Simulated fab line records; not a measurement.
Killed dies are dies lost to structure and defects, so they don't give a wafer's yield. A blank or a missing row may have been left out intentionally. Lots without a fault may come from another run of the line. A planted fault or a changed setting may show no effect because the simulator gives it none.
Which tool was responsible? || flow n5 finfet || 12 lots (36 wafers sampled), 1 step of a 1938-step route

WHAT THE GAUGES SHOWED, per wafer
N5_SD_EPI_P_OVL_MEAS_10.
{"lot": "L075", "measured": "day 3 13:33", "on": "overlay-01", "SD_P_BLK_OVL (nm)": "-0.6 -1.1 0.7"}
{"lot": "L077", "measured": "day 4 00:59", "on": "overlay-02", "SD_P_BLK_OVL (nm)": "-1.6 -0.1 -0.2"}
{"lot": "L079", "measured": "day 4 11:08", "on": "overlay-02", "SD_P_BLK_OVL (nm)": "-2.2 -1.7 -2.7"}
{"lot": "L080", "measured": "day 5 09:50", "on": "overlay-02", "SD_P_BLK_OVL (nm)": "-1.3 -0.6 0.7"}
{"lot": "L083", "measured": "day 5 15:23", "on": "overlay-02", "SD_P_BLK_OVL (nm)": "-1.1 -0.7 -1.0"}
{"lot": "L085", "measured": "day 6 02:35", "on": "overlay-01", "SD_P_BLK_OVL (nm)": "-0.1 -0.9 -0.1"}
{"lot": "L087", "measured": "day 6 12:26", "on": "overlay-01", "SD_P_BLK_OVL (nm)": "-0.9 -0.8 -0.5"}
{"lot": "L089", "measured": "day 6 23:14", "on": "overlay-02", "SD_P_BLK_OVL (nm)": "-0.4 -2.0 -1.7"}
{"lot": "L091", "measured": "day 7 11:57", "on": "overlay-02", "SD_P_BLK_OVL (nm)": "-2.5 -1.9 -2.7"}
{"lot": "L093", "measured": "day 8 01:33", "on": "overlay-02", "SD_P_BLK_OVL (nm)": "-1.5 -0.6 -1.3"}
{"lot": "L095", "measured": "day 8 10:19", "on": "overlay-01", "SD_P_BLK_OVL (nm)": "-1.0 -1.2 -0.8"}
{"lot": "L097", "measured": "day 9 02:07", "on": "overlay-01", "SD_P_BLK_OVL (nm)": "-1.1 -0.8 -1.1"}

EACH LOT AND THE TOOL THAT RAN IT (in order: tool; ch and the chambers of the sampled wafers; start)
The record holds no process step before these readings.

THE ANSWER, worked out from the rows above alone
Rule: what is usual is taken from the lots themselves. The widest of any qualifying gaps counts: lots, ordered by their means at a reading, are off when they make up no more than a third of the lots, leave a main group of 4 or more, and stand apart from it by 3 or more times the standard deviation of that group's means. The tables above print the reading to a certain number of digits; a main group whose means all agree to those digits is not used. A lot without any number at a reading at which 4 lots or more have one is off too. Where the step has rows for the other lots, those lots are counted as sound.
Across all readings shown, no lot is off: no conclusion can be drawn from this.

WHAT HAD BEEN PUT IN BY THE SIMULATOR
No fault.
